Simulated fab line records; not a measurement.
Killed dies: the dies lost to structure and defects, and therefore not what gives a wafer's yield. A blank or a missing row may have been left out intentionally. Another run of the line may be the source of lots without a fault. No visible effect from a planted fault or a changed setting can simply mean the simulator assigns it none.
Which of the tools did it? || flow nand-harc || 36 wafers from 12 lots sampled at 5 of the route's 1302 steps

WHAT THE GAUGES READ, wafer by wafer
NHARC_END_SORT_01. Usual: killed-at-array 58, standard deviation 20; killed-at-other 1.0, standard deviation 1.2; killed-at-periphery 4.1, standard deviation 3; killed-dies 63, standard deviation 20; killed-open 3.2, standard deviation 1.7; killed-short 2.5, standard deviation 1.5.
{"lot": "L466", "measured": "day 29 17:09", "on": "prober-02", "killed-at-array": "661 667 663", "killed-at-other": "2 1 1", "killed-at-periphery": "13 9 13", "killed-dies": "676 677 677", "killed-open": "1 2 4", "killed-short": "2 0 2", "flag": "OFF"}

WHICH TOOL RAN EACH LOT (tool, then ch and the chambers of the sampled wafers, then the start)
{"lot": "L454", "NHARC_A_CONTACT_ETCH_31": "rie-diel-11 ch 2,3, day 23 01:13", "NHARC_A_CONTACT_ETCH_134": "har-cap-etch-03 ch 0,1, day 23 01:48", "NHARC_A_CONTACT_ETCH_139": "har-cap-etch-03 ch 0,1, day 23 03:07", "NHARC_A_CONTACT_ETCH_92": "rie-diel-11 ch 0,1,2, day 23 03:48"}
{"lot": "L453", "NHARC_A_CONTACT_ETCH_31": "rie-diel-06 ch 0,1,3, day 23 12:22", "NHARC_A_CONTACT_ETCH_134": "har-cap-etch-03 ch 0,1, day 23 12:47", "NHARC_A_CONTACT_ETCH_139": "har-cap-etch-03 ch 0,1, day 23 14:05", "NHARC_A_CONTACT_ETCH_92": "rie-diel-11 ch 0,1, day 23 14:35"}
{"lot": "L458", "NHARC_A_CONTACT_ETCH_31": "rie-diel-06 ch 2,3, day 24 04:05", "NHARC_A_CONTACT_ETCH_134": "har-cap-etch-03 ch 0,1, day 24 04:37", "NHARC_A_CONTACT_ETCH_139": "har-cap-etch-03 ch 0,1, day 24 05:55", "NHARC_A_CONTACT_ETCH_92": "rie-diel-11 ch 0,2, day 24 06:23"}
{"lot": "L459", "NHARC_A_CONTACT_ETCH_31": "rie-diel-11 ch 0,1, day 24 04:38", "NHARC_A_CONTACT_ETCH_134": "har-cap-etch-02 ch 0,1, day 24 05:08", "NHARC_A_CONTACT_ETCH_139": "har-cap-etch-02 ch 0,1, day 24 06:26", "NHARC_A_CONTACT_ETCH_92": "rie-diel-06 ch 2,3, day 24 06:58"}
{"lot": "L460", "NHARC_A_CONTACT_ETCH_31": "rie-diel-11 ch 0,2, day 24 21:35", "NHARC_A_CONTACT_ETCH_134": "har-cap-etch-01 ch 0,1, day 24 22:10", "NHARC_A_CONTACT_ETCH_139": "har-cap-etch-01 ch 0,1, day 24 23:27", "NHARC_A_CONTACT_ETCH_92": "rie-diel-08 ch 0,1, day 25 00:01"}
{"lot": "L464", "NHARC_A_CONTACT_ETCH_31": "rie-diel-06 ch 0,1,3, day 26 17:13", "NHARC_A_CONTACT_ETCH_134": "har-cap-etch-02 ch 0,1, day 26 17:45", "NHARC_A_CONTACT_ETCH_139": "har-cap-etch-02 ch 0,1, day 26 19:04", "NHARC_A_CONTACT_ETCH_92": "rie-diel-11 ch 0,1,3, day 26 19:31"}
{"lot": "L466", "NHARC_A_CONTACT_ETCH_31": "rie-diel-06 ch 0,2,3, day 27 06:13", "NHARC_A_CONTACT_ETCH_134": "har-cap-etch-01 ch 0,1, day 27 06:52", "NHARC_A_CONTACT_ETCH_139": "har-cap-etch-01 ch 0,1, day 27 08:37", "NHARC_A_CONTACT_ETCH_92": "rie-diel-06 ch 0,2, day 27 09:10"}
{"lot": "L468", "NHARC_A_CONTACT_ETCH_31": "rie-diel-06 ch 0,1,2, day 28 06:39", "NHARC_A_CONTACT_ETCH_134": "har-cap-etch-03 ch 0,1, day 28 07:11", "NHARC_A_CONTACT_ETCH_139": "har-cap-etch-03 ch 0,1, day 28 08:28", "NHARC_A_CONTACT_ETCH_92": "rie-diel-11 ch 0,1,3, day 28 09:02"}
{"lot": "L472", "NHARC_A_CONTACT_ETCH_31": "rie-diel-11 ch 2,3, day 29 21:32", "NHARC_A_CONTACT_ETCH_134": "har-cap-etch-02 ch 0,1, day 29 22:07", "NHARC_A_CONTACT_ETCH_139": "har-cap-etch-02 ch 0,1, day 29 23:26", "NHARC_A_CONTACT_ETCH_92": "rie-diel-11 ch 2,3, day 29 23:51"}
{"lot": "L473", "NHARC_A_CONTACT_ETCH_31": "rie-diel-11 ch 0,1,3, day 30 18:07", "NHARC_A_CONTACT_ETCH_134": "har-cap-etch-03 ch 0,1, day 30 18:39", "NHARC_A_CONTACT_ETCH_139": "har-cap-etch-03 ch 0,1, day 30 19:56", "NHARC_A_CONTACT_ETCH_92": "rie-diel-06 ch 0,1,2, day 30 20:31"}
{"lot": "L474", "NHARC_A_CONTACT_ETCH_31": "rie-diel-11 ch 0,1,3, day 30 19:58", "NHARC_A_CONTACT_ETCH_134": "har-cap-etch-01 ch 0,1, day 30 20:29", "NHARC_A_CONTACT_ETCH_139": "har-cap-etch-01 ch 0,1, day 30 21:47", "NHARC_A_CONTACT_ETCH_92": "rie-diel-11 ch 0,2,3, day 30 22:22"}
{"lot": "L476", "NHARC_A_CONTACT_ETCH_31": "rie-diel-11 ch 0,1,3, day 31 19:46", "NHARC_A_CONTACT_ETCH_134": "har-cap-etch-03 ch 0,1, day 31 20:22", "NHARC_A_CONTACT_ETCH_139": "har-cap-etch-03 ch 0,1, day 31 21:40", "NHARC_A_CONTACT_ETCH_92": "rie-diel-11 ch 0,3, day 31 22:07"}
- NHARC_A_CONTACT_ETCH_31: etches the open film in O2/COS, target depth 2800 nm, time 728 s.
- NHARC_A_CONTACT_ETCH_134: etches the open film in C4F8/O2/Ar, time 140 s, target depth 700 nm.
- NHARC_A_CONTACT_ETCH_139: etches the open film in C4F8/O2/Ar, time 195 s, target depth 840 nm.
- NHARC_A_CONTACT_ETCH_92: etches the open film in CH3F/O2, target depth 40 nm, time 85.7 s.

WHAT THE TOOLS THEMSELVES READ (means of the sampled wafers that have a number; where no wafer has one, the mark that the record gives instead)
NHARC_A_CONTACT_ETCH_31. Usual: drypump-motor-current-A 5.9 A, standard deviation 0.34; oes-product-au 1.002 a.u., standard deviation 0.011; rf-vpp-V 313.0 V, standard deviation 1.4; run-length-s 749.3 s, standard deviation 0.37; showerhead-plenum-p-Torr 3.04 Torr, standard deviation 0.085; throttle-valve-pct 28.331 %, standard deviation 0.0094.
{"lot": "L454", "tool": "rie-diel-11", "drypump-motor-current-A (A)": 6.0, "oes-product-au (a.u.)": 0.999, "rf-vpp-V (V)": 312.5, "run-length-s (s)": 749.6, "showerhead-plenum-p-Torr (Torr)": 3.03, "throttle-valve-pct (%)": 28.329, "flag": ""}
{"lot": "L453", "tool": "rie-diel-06", "drypump-motor-current-A (A)": 5.7, "oes-product-au (a.u.)": 0.994, "rf-vpp-V (V)": 314.5, "run-length-s (s)": 748.8, "showerhead-plenum-p-Torr (Torr)": 3.14, "throttle-valve-pct (%)": 28.330, "flag": ""}
{"lot": "L458", "tool": "rie-diel-06", "drypump-motor-current-A (A)": 6.4, "oes-product-au (a.u.)": 0.988, "rf-vpp-V (V)": 313.2, "run-length-s (s)": 749.2, "showerhead-plenum-p-Torr (Torr)": 3.04, "throttle-valve-pct (%)": 28.334, "flag": ""}
{"lot": "L459", "tool": "rie-diel-11", "drypump-motor-current-A (A)": 5.9, "oes-product-au (a.u.)": 0.997, "rf-vpp-V (V)": 312.5, "run-length-s (s)": 749.5, "showerhead-plenum-p-Torr (Torr)": 3.03, "throttle-valve-pct (%)": 28.344, "flag": ""}
{"lot": "L460", "tool": "rie-diel-11", "drypump-motor-current-A (A)": 5.8, "oes-product-au (a.u.)": 0.997, "rf-vpp-V (V)": 312.0, "run-length-s (s)": 749.5, "showerhead-plenum-p-Torr (Torr)": 2.97, "throttle-valve-pct (%)": 28.326, "flag": ""}
{"lot": "L464", "tool": "rie-diel-06", "drypump-motor-current-A (A)": 5.7, "oes-product-au (a.u.)": 0.999, "rf-vpp-V (V)": 314.2, "run-length-s (s)": 748.9, "showerhead-plenum-p-Torr (Torr)": 3.13, "throttle-valve-pct (%)": 28.342, "flag": ""}
{"lot": "L466", "tool": "rie-diel-06", "drypump-motor-current-A (A)": 6.0, "oes-product-au (a.u.)": 0.991, "rf-vpp-V (V)": 313.2, "run-length-s (s)": 545.4, "showerhead-plenum-p-Torr (Torr)": 3.11, "throttle-valve-pct (%)": 28.322, "flag": "OFF"}
{"lot": "L468", "tool": "rie-diel-06", "drypump-motor-current-A (A)": 6.0, "oes-product-au (a.u.)": 0.995, "rf-vpp-V (V)": 314.5, "run-length-s (s)": 545.3, "showerhead-plenum-p-Torr (Torr)": 3.10, "throttle-valve-pct (%)": 28.333, "flag": "OFF"}
{"lot": "L472", "tool": "rie-diel-11", "drypump-motor-current-A (A)": 6.0, "oes-product-au (a.u.)": 1.002, "rf-vpp-V (V)": 312.3, "run-length-s (s)": 749.5, "showerhead-plenum-p-Torr (Torr)": 3.02, "throttle-valve-pct (%)": 28.327, "flag": ""}
{"lot": "L473", "tool": "rie-diel-11", "drypump-motor-current-A (A)": 6.0, "oes-product-au (a.u.)": 1.008, "rf-vpp-V (V)": 313.0, "run-length-s (s)": 749.5, "showerhead-plenum-p-Torr (Torr)": 3.00, "throttle-valve-pct (%)": 28.328, "flag": ""}
{"lot": "L474", "tool": "rie-diel-11", "drypump-motor-current-A (A)": 6.0, "oes-product-au (a.u.)": 0.991, "rf-vpp-V (V)": 312.3, "run-length-s (s)": 749.4, "showerhead-plenum-p-Torr (Torr)": 3.00, "throttle-valve-pct (%)": 28.329, "flag": ""}
{"lot": "L476", "tool": "rie-diel-11", "drypump-motor-current-A (A)": 6.0, "oes-product-au (a.u.)": 1.007, "rf-vpp-V (V)": 313.2, "run-length-s (s)": 749.5, "showerhead-plenum-p-Torr (Torr)": 3.00, "throttle-valve-pct (%)": 28.337, "flag": ""}

NHARC_A_CONTACT_ETCH_134. Usual: run-length-s reads 141.34 s (standard deviation 0.28).
{"lot": "L454", "tool": "har-cap-etch-03", "run-length-s (s)": 141.36, "flag": ""}
{"lot": "L453", "tool": "har-cap-etch-03", "run-length-s (s)": 141.20, "flag": ""}
{"lot": "L458", "tool": "har-cap-etch-03", "run-length-s (s)": 141.22, "flag": ""}
{"lot": "L459", "tool": "har-cap-etch-02", "run-length-s (s)": 141.76, "flag": ""}
{"lot": "L460", "tool": "har-cap-etch-01", "run-length-s (s)": 141.40, "flag": ""}
{"lot": "L464", "tool": "har-cap-etch-02", "run-length-s (s)": 141.39, "flag": ""}
{"lot": "L466", "tool": "har-cap-etch-01", "run-length-s (s)": 141.19, "flag": ""}
{"lot": "L468", "tool": "har-cap-etch-03", "run-length-s (s)": 141.11, "flag": ""}
{"lot": "L472", "tool": "har-cap-etch-02", "run-length-s (s)": 141.19, "flag": ""}
{"lot": "L473", "tool": "har-cap-etch-03", "run-length-s (s)": 141.12, "flag": ""}
{"lot": "L474", "tool": "har-cap-etch-01", "run-length-s (s)": 141.50, "flag": ""}
{"lot": "L476", "tool": "har-cap-etch-03", "run-length-s (s)": 141.32, "flag": ""}

NHARC_A_CONTACT_ETCH_139. Usual: run-length-s reads 226.4 s (standard deviation 0.31).
{"lot": "L454", "tool": "har-cap-etch-03", "run-length-s (s)": 226.4, "flag": ""}
{"lot": "L453", "tool": "har-cap-etch-03", "run-length-s (s)": 226.4, "flag": ""}
{"lot": "L458", "tool": "har-cap-etch-03", "run-length-s (s)": 226.3, "flag": ""}
{"lot": "L459", "tool": "har-cap-etch-02", "run-length-s (s)": 226.3, "flag": ""}
{"lot": "L460", "tool": "har-cap-etch-01", "run-length-s (s)": 226.3, "flag": ""}
{"lot": "L464", "tool": "har-cap-etch-02", "run-length-s (s)": 226.3, "flag": ""}
{"lot": "L466", "tool": "har-cap-etch-01", "run-length-s (s)": 226.2, "flag": ""}
{"lot": "L468", "tool": "har-cap-etch-03", "run-length-s (s)": 226.3, "flag": ""}
{"lot": "L472", "tool": "har-cap-etch-02", "run-length-s (s)": 226.5, "flag": ""}
{"lot": "L473", "tool": "har-cap-etch-03", "run-length-s (s)": 226.1, "flag": ""}
{"lot": "L474", "tool": "har-cap-etch-01", "run-length-s (s)": 226.4, "flag": ""}
{"lot": "L476", "tool": "har-cap-etch-03", "run-length-s (s)": 226.3, "flag": ""}

NHARC_A_CONTACT_ETCH_92. Usual: drypump-motor-current-A 5.9 A, standard deviation 0.3; oes-product-au 0.943 a.u., standard deviation 0.029; rf-vpp-V 243.3 V, standard deviation 1.3; run-length-s 107.1 s, standard deviation 0.37; showerhead-plenum-p-Torr 2.39 Torr, standard deviation 0.067; throttle-valve-pct 20.663 %, standard deviation 0.0094.
{"lot": "L454", "tool": "rie-diel-11", "drypump-motor-current-A (A)": 5.8, "oes-product-au (a.u.)": 0.919, "rf-vpp-V (V)": 243.6, "run-length-s (s)": 107.2, "showerhead-plenum-p-Torr (Torr)": 2.36, "throttle-valve-pct (%)": 20.656, "flag": ""}
{"lot": "L453", "tool": "rie-diel-11", "drypump-motor-current-A (A)": 5.9, "oes-product-au (a.u.)": 0.920, "rf-vpp-V (V)": 242.5, "run-length-s (s)": 107.1, "showerhead-plenum-p-Torr (Torr)": 2.38, "throttle-valve-pct (%)": 20.676, "flag": ""}
{"lot": "L458", "tool": "rie-diel-11", "drypump-motor-current-A (A)": 5.8, "oes-product-au (a.u.)": 0.927, "rf-vpp-V (V)": 243.4, "run-length-s (s)": 106.9, "showerhead-plenum-p-Torr (Torr)": 2.34, "throttle-valve-pct (%)": 20.664, "flag": ""}
{"lot": "L459", "tool": "rie-diel-06", "drypump-motor-current-A (A)": 6.1, "oes-product-au (a.u.)": 0.925, "rf-vpp-V (V)": 243.3, "run-length-s (s)": 106.8, "showerhead-plenum-p-Torr (Torr)": 2.40, "throttle-valve-pct (%)": 20.658, "flag": ""}
{"lot": "L460", "tool": "rie-diel-08", "drypump-motor-current-A (A)": 5.4, "oes-product-au (a.u.)": 0.940, "rf-vpp-V (V)": 244.8, "run-length-s (s)": 107.0, "showerhead-plenum-p-Torr (Torr)": 2.45, "throttle-valve-pct (%)": 20.664, "flag": ""}
{"lot": "L464", "tool": "rie-diel-11", "drypump-motor-current-A (A)": 6.0, "oes-product-au (a.u.)": 1.006, "rf-vpp-V (V)": 243.1, "run-length-s (s)": 107.6, "showerhead-plenum-p-Torr (Torr)": 2.37, "throttle-valve-pct (%)": 20.665, "flag": ""}
{"lot": "L466", "tool": "rie-diel-06", "drypump-motor-current-A (A)": 6.2, "oes-product-au (a.u.)": 0.925, "rf-vpp-V (V)": 244.4, "run-length-s (s)": 107.1, "showerhead-plenum-p-Torr (Torr)": 2.44, "throttle-valve-pct (%)": 20.656, "flag": ""}
{"lot": "L468", "tool": "rie-diel-11", "drypump-motor-current-A (A)": 6.0, "oes-product-au (a.u.)": 0.926, "rf-vpp-V (V)": 244.1, "run-length-s (s)": 107.4, "showerhead-plenum-p-Torr (Torr)": 2.36, "throttle-valve-pct (%)": 20.652, "flag": ""}
{"lot": "L472", "tool": "rie-diel-11", "drypump-motor-current-A (A)": 5.9, "oes-product-au (a.u.)": 0.940, "rf-vpp-V (V)": 242.6, "run-length-s (s)": 107.1, "showerhead-plenum-p-Torr (Torr)": 2.36, "throttle-valve-pct (%)": 20.666, "flag": ""}
{"lot": "L473", "tool": "rie-diel-06", "drypump-motor-current-A (A)": 5.9, "oes-product-au (a.u.)": 0.998, "rf-vpp-V (V)": 244.1, "run-length-s (s)": 106.6, "showerhead-plenum-p-Torr (Torr)": 2.44, "throttle-valve-pct (%)": 20.662, "flag": ""}
{"lot": "L474", "tool": "rie-diel-11", "drypump-motor-current-A (A)": 5.9, "oes-product-au (a.u.)": 0.937, "rf-vpp-V (V)": 242.8, "run-length-s (s)": 107.2, "showerhead-plenum-p-Torr (Torr)": 2.34, "throttle-valve-pct (%)": 20.656, "flag": ""}
{"lot": "L476", "tool": "rie-diel-11", "drypump-motor-current-A (A)": 6.1, "oes-product-au (a.u.)": 0.939, "rf-vpp-V (V)": 242.7, "run-length-s (s)": 107.2, "showerhead-plenum-p-Torr (Torr)": 2.35, "throttle-valve-pct (%)": 20.664, "flag": ""}

THE ANSWER, worked out from the rows above alone
Rule: lot off if the mean of its wafers having a number is beyond 3 standard deviations from the usual mean. A lot without any number at a reading at which 4 lots or more have one is off too. The other lots that the step has rows for count as sound. After the gauges, taken in route order, come the tools' own readings; for these a lot's mean is taken, as printed above. At the first step where some lot is off, the reading lying furthest off is the one used; lots without a number count as furthest.
Off, at NHARC_END_SORT_01 on killed-dies: L466. Neither off nor sound, because the step has no rows for them: L454, L453, L458, L459, L460, L464, L468, L472, L473, L474, L476.
A tool fits if, at a process step before that reading, it ran every lot that is off, and no sound lot after the first of them. The gauges at NHARC_END_SORT_01 aren't tried: what is off there is off at NHARC_A_CONTACT_ETCH_31 too, on other tools, and a gauge's error can't cause that. 2 tools fit, rie-diel-06 at NHARC_A_CONTACT_ETCH_31 and NHARC_A_CONTACT_ETCH_92 and har-cap-etch-01 at NHARC_A_CONTACT_ETCH_134 and NHARC_A_CONTACT_ETCH_139, so this cannot tell which one it is.

WHAT THE SIMULATOR HAD PUT IN
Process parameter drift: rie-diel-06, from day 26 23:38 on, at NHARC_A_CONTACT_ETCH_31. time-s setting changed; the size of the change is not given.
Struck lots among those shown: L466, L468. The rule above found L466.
